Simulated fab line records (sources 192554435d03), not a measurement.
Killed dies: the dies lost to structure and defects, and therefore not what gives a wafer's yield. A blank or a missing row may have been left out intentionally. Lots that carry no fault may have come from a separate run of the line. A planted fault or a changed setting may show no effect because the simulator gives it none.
Matching of chambers || flow n5 finfet || 4 sister chambers for N5_BEOL_M13_VIA_ETCH_16 on rie diel-04
The step etches SiOC in C4F8/O2/Ar, target depth 921.7 nm. 8 wafers are shown with their chamber, then 11 later ones without.

EACH WAFER AND ITS CHAMBER
{"wafer": "L086.2", "chamber": 1, "showerhead plenum p Torr (Torr)": 3.41, "throttle valve pct (%)": 24.24}
{"wafer": "L089.1", "chamber": 0, "showerhead plenum p Torr (Torr)": 3.30, "throttle valve pct (%)": 24.39}
{"wafer": "L089.3", "chamber": 2, "showerhead plenum p Torr (Torr)": 3.49, "throttle valve pct (%)": 23.78}
{"wafer": "L089.4", "chamber": 1, "showerhead plenum p Torr (Torr)": 3.41, "throttle valve pct (%)": 24.24}
{"wafer": "L087.3", "chamber": 2, "showerhead plenum p Torr (Torr)": 3.48, "throttle valve pct (%)": 23.80}
{"wafer": "L087.4", "chamber": 3, "showerhead plenum p Torr (Torr)": 3.14, "throttle valve pct (%)": 24.04}
{"wafer": "L087.6", "chamber": 3, "showerhead plenum p Torr (Torr)": 3.14, "throttle valve pct (%)": 24.05}
{"wafer": "L085.2", "chamber": 0, "showerhead plenum p Torr (Torr)": 3.30, "throttle valve pct (%)": 24.39}

WAFERS WHOSE CHAMBER IS MISSING
{"wafer": "L085.3", "showerhead plenum p Torr (Torr)": 3.48, "throttle valve pct (%)": 23.79}
{"wafer": "L085.5", "showerhead plenum p Torr (Torr)": 3.30, "throttle valve pct (%)": 24.40}
{"wafer": "L091.2", "showerhead plenum p Torr (Torr)": 3.13, "throttle valve pct (%)": 24.03}
{"wafer": "L091.4", "showerhead plenum p Torr (Torr)": 3.40, "throttle valve pct (%)": 24.24}
{"wafer": "L091.5", "showerhead plenum p Torr (Torr)": 3.30, "throttle valve pct (%)": 24.38}
{"wafer": "L096.2", "showerhead plenum p Torr (Torr)": 3.29, "throttle valve pct (%)": 24.40}
{"wafer": "L096.4", "showerhead plenum p Torr (Torr)": 3.48, "throttle valve pct (%)": 23.81}
{"wafer": "L096.6", "showerhead plenum p Torr (Torr)": 3.13, "throttle valve pct (%)": 24.05}
{"wafer": "L097.1", "showerhead plenum p Torr (Torr)": 3.47, "throttle valve pct (%)": 23.83}
{"wafer": "L097.2", "showerhead plenum p Torr (Torr)": 3.29, "throttle valve pct (%)": 24.40}
{"wafer": "L097.6", "showerhead plenum p Torr (Torr)": 3.13, "throttle valve pct (%)": 24.07}

THE CHAMBER EACH PASSED THROUGH
{"wafer": "L085.3", "from the rows above": 2, "in truth": 2}
{"wafer": "L085.5", "from the rows above": 0, "in truth": 0}
{"wafer": "L091.2", "from the rows above": 3, "in truth": 3}
{"wafer": "L091.4", "from the rows above": 1, "in truth": 1}
{"wafer": "L091.5", "from the rows above": 0, "in truth": 0}
{"wafer": "L096.2", "from the rows above": 0, "in truth": 0}
{"wafer": "L096.4", "from the rows above": 2, "in truth": 2}
{"wafer": "L096.6", "from the rows above": 3, "in truth": 3}
{"wafer": "L097.1", "from the rows above": 2, "in truth": 2}
{"wafer": "L097.2", "from the rows above": 0, "in truth": 0}
{"wafer": "L097.6", "from the rows above": 3, "in truth": 3}
11 of 11 placed correctly. Can't be placed from these rows: 0. 0 placed wrongly.
How it was worked out, from the rows above alone: a wafer's distance from a chamber is the root of the sum, over the readings, of the square of ((its reading less the chamber's mean) divided by the reading's scatter). If the next closest chamber is less than 2 further off than the closest, the wafer can't be placed; otherwise it belongs to the closest. For every chamber, the mean is computed from those of its wafers that are shown. The scatter: the root of (the sum of the squares of (reading less its chamber's mean) over the shown wafers, divided by (wafers less chambers)).
